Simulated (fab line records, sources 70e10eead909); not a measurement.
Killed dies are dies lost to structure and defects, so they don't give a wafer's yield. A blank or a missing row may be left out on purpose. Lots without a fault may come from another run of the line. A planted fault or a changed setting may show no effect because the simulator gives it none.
Which tool did it? | flow nand_harc | 13 lots, 39 wafers sampled, at 6 steps of a route of 1159

WHAT THE GAUGES READ, wafer by wafer
NHARC_A_ZERO_WELL_CD_MEAS_10: target cd 2000 nm. Usual: cd_nm 2000.0 nm, standard deviation 1.5.
lot  | measured     | on        | cd_nm (nm)           | flag
L827 | day 7 04:47  | cd_sem-03 | 1999.7 1999.9 2000.1 |
L826 | day 7 05:24  | cd_sem-01 | 2000.6 1999.5 1998.6 |
L828 | day 7 17:16  | cd_sem-01 | 2000.7 2002.2 2000.2 |
L832 | day 8 05:50  | cd_sem-03 | 2001.5 2001.2 2000.9 |
L833 | day 8 20:50  | cd_sem-02 | 2000.5 2000.8 2000.1 |
L835 | day 9 06:15  | cd_sem-02 | 2001.5 2000.0 1998.3 |
L841 | day 10 17:46 | cd_sem-01 | 1999.1 1997.1 1997.5 |
L844 | day 11 00:14 | cd_sem-03 | 2000.7 2001.1 2000.2 |
L843 | day 11 00:39 | cd_sem-03 | 2001.6 2001.9 1999.6 |
L845 | day 11 12:38 | cd_sem-03 | 2000.7 2000.4 2001.9 |
L846 | day 11 17:47 | cd_sem-02 | 1997.0 1998.7 1999.0 |
L847 | day 11 18:35 | cd_sem-03 | 2000.4 1998.0 1998.4 |
L848 | day 12 11:08 | cd_sem-03 | 2000.6 2001.2 2000.2 |

NHARC_A_ZERO_WELL_INSPECT_17. Usual: raw_defect_count 11, standard deviation 6.1.
lot  | measured     | on                | raw_defect_count | flag
L827 | day 7 06:31  | defect_inspect-01 | 14 17 6          |
L826 | day 7 06:55  | defect_inspect-02 | 13 13 10         |
L828 | day 7 18:52  | defect_inspect-01 | 5 6 9            |
L832 | day 8 07:19  | defect_inspect-01 | 12 8 11          |
L833 | day 8 22:19  | defect_inspect-01 | 8 18 8           |
L835 | day 9 07:44  | defect_inspect-02 | 4 14 9           |
L841 | day 10 19:20 | defect_inspect-01 | 12 15 9          |
L844 | day 11 01:42 | defect_inspect-01 | 4 5 5            |
L843 | day 11 02:07 | defect_inspect-01 | 8 10 18          |
L845 | day 11 14:05 | defect_inspect-02 | 28 13 27         |
L846 | day 11 19:20 | defect_inspect-01 | 11 4 12          |
L847 | day 11 20:04 | defect_inspect-02 | 6 10 3           |
L848 | day 12 12:36 | defect_inspect-01 | 17 4 11          |

NHARC_A_ONON_D1_THK_MEAS_05: measures by ellipsometry. Usual: thk_nm 1002 nm, standard deviation 8.8.
lot  | measured     | on            | thk_nm (nm)    | flag
L827 | day 8 04:56  | film_metro-02 | 994 997 998    |
L826 | day 8 04:55  | film_metro-02 | 1002 1001 1002 |
L828 | day 8 14:28  | film_metro-01 | 1007 1007 1006 |
L832 | day 9 05:39  | film_metro-02 | 983 984 983    |
L833 | day 9 19:58  | film_metro-02 | 446 444 444    | OFF
L835 | day 10 08:11 | film_metro-01 | 437 437 438    | OFF
L841 | day 11 16:13 | film_metro-02 | 1015 1014 1016 |
L844 | day 11 23:37 | film_metro-01 | 994 995 994    |
L843 | day 11 23:44 | film_metro-02 | 1000 1000 1001 |
L845 | day 12 13:36 | film_metro-01 | 1001 1002 1001 |
L846 | day 12 17:14 | film_metro-02 | 1000 999 998   |
L847 | day 12 17:16 | film_metro-01 | 1002 1003 1004 |
L848 | day 13 09:49 | film_metro-01 | 1012 1011 1012 |

NHARC_END_SORT_01. Usual: killed_at_array 24, standard deviation 7.4; killed_at_other 0.5, standard deviation 0.81; killed_at_periphery 3.4, standard deviation 2.3; killed_dies 28, standard deviation 8; killed_open 3.4, standard deviation 1.8; killed_short 2.0, standard deviation 1.4.
lot  | measured     | on        | killed_at_array | killed_at_other | killed_at_periphery | killed_dies | killed_open | killed_short | flag
L833 | day 21 09:03 | prober-01 | 676 675 675     | 0 1 1           | 1 1 1               | 677 677 677 | 3 0 2       | 1 1 3        | OFF
L835 | day 21 17:27 | prober-01 | 670 668 670     | 0 0 0           | 7 9 7               | 677 677 677 | 3 5 4       | 1 2 2        | OFF
L844 | day 23 19:01 | prober-02 | 34 28 22        | 0 0 0           | 9 6 7               | 43 34 29    | 3 4 3       | 2 3 0        |

WHICH TOOL RAN EACH LOT (tool, then ch and the chambers of the sampled wafers, then the start)
lot  | NHARC_A_ONON_D1_DEP_03           | NHARC_A_ONON_D1_DEP_33
L827 | pecvd_onon-02 ch 0, day 8 04:29  | pecvd-03 ch 0,2, day 8 17:29
L826 | pecvd_onon-04 ch 0, day 8 04:31  | pecvd-04 ch 0,1, day 8 17:23
L828 | pecvd_onon-04 ch 0, day 8 14:04  | pecvd-03 ch 0,1,2, day 9 02:50
L832 | pecvd_onon-03 ch 0, day 9 05:08  | pecvd-03 ch 0,2, day 9 16:50
L833 | pecvd_onon-03 ch 0, day 9 19:31  | pecvd-03 ch 0,1,2, day 10 08:09
L835 | pecvd_onon-03 ch 0, day 10 07:40 | pecvd-04 ch 0,1, day 10 20:53
L841 | pecvd_onon-04 ch 0, day 11 15:40 | pecvd-04 ch 0,2, day 12 03:29
L844 | pecvd_onon-02 ch 0, day 11 23:10 | pecvd-04 ch 0,2, day 12 11:49
L843 | pecvd_onon-04 ch 0, day 11 23:13 | pecvd-02 ch 0,1, day 12 12:10
L845 | pecvd_onon-03 ch 0, day 12 13:05 | pecvd-04 ch 0,2, day 13 00:45
L846 | pecvd_onon-03 ch 0, day 12 16:50 | pecvd-04 ch 0,2, day 13 04:27
L847 | pecvd_onon-04 ch 0, day 12 16:46 | pecvd-02 ch 0,1,2, day 13 04:22
L848 | pecvd_onon-03 ch 0, day 13 09:22 | pecvd-04 ch 0,2, day 13 22:59
- NHARC_A_ONON_D1_DEP_03: target thk 1000 nm.
- NHARC_A_ONON_D1_DEP_33: deposits SiO2, target thk 200 nm.

WHAT THE TOOLS THEMSELVES READ (means of the sampled wafers that have a number; where no wafer has one, the mark that the record gives instead)
NHARC_A_ONON_D1_DEP_03. Usual: n2_flow_sccm 2749 sccm, standard deviation 8.6.
lot  | tool          | n2_flow_sccm (sccm) | flag
L827 | pecvd_onon-02 | 2748                |
L826 | pecvd_onon-04 | 2754                |
L828 | pecvd_onon-04 | 2756                |
L832 | pecvd_onon-03 | 2748                |
L833 | pecvd_onon-03 | 2746                |
L835 | pecvd_onon-03 | 2759                |
L841 | pecvd_onon-04 | 2744                |
L844 | pecvd_onon-02 | 2753                |
L843 | pecvd_onon-04 | 2757                |
L845 | pecvd_onon-03 | 2746                |
L846 | pecvd_onon-03 | 2760                |
L847 | pecvd_onon-04 | 2741                |
L848 | pecvd_onon-03 | 2744                |

NHARC_A_ONON_D1_DEP_33. Usual: flow_sccm 2650 sccm, standard deviation 8.8; heater_power_w 586 W, standard deviation 48; throttle_valve_pct 16.1 %, standard deviation 0.56.
lot  | tool     | flow_sccm (sccm) | heater_power_w (W) | throttle_valve_pct (%) | flag
L827 | pecvd-03 | 2655             | 597                | 15.7                   |
L826 | pecvd-04 | 2647             | 566                | 16.0                   |
L828 | pecvd-03 | 2647             | 538                | 16.0                   |
L832 | pecvd-03 | 2663             | 619                | 15.7                   |
L833 | pecvd-03 | 2654             | 563                | 16.1                   |
L835 | pecvd-04 | 2641             | 535                | 16.3                   |
L841 | pecvd-04 | 2648             | 565                | 16.0                   |
L844 | pecvd-04 | 2656             | 610                | 15.8                   |
L843 | pecvd-02 | 2651             | 570                | 16.2                   |
L845 | pecvd-04 | 2654             | 534                | 15.9                   |
L846 | pecvd-04 | 2648             | 619                | 15.9                   |
L847 | pecvd-02 | 2641             | 665                | 16.1                   |
L848 | pecvd-04 | 2658             | 554                | 15.9                   |

THE ANSWER, worked out from the rows above alone
Rule: a lot is off if the mean of its wafers that have a number lies more than 3 standard deviations from the usual mean. A lot without any number at a reading at which 4 lots or more have one is off too. The other lots that the step has rows for count as sound. The gauges are gone through in route order, then the tools' own readings, and for those a lot's mean is taken as printed above. The first step at which some lot is off is used, and at that step the reading that is off furthest; a lot without a number counts as furthest.
Off: L833, L835, at NHARC_A_ONON_D1_THK_MEAS_05 (thk_nm).
A tool fits if, at a process step before that reading, it ran every lot that is off, and no sound lot after the first of them. The gauges at NHARC_A_ONON_D1_THK_MEAS_05 aren't tried: what is off there is off at NHARC_END_SORT_01 too, on other tools, and a gauge's error can't cause that. None of those tried fits.

WHAT THE SIMULATOR HAD PUT IN
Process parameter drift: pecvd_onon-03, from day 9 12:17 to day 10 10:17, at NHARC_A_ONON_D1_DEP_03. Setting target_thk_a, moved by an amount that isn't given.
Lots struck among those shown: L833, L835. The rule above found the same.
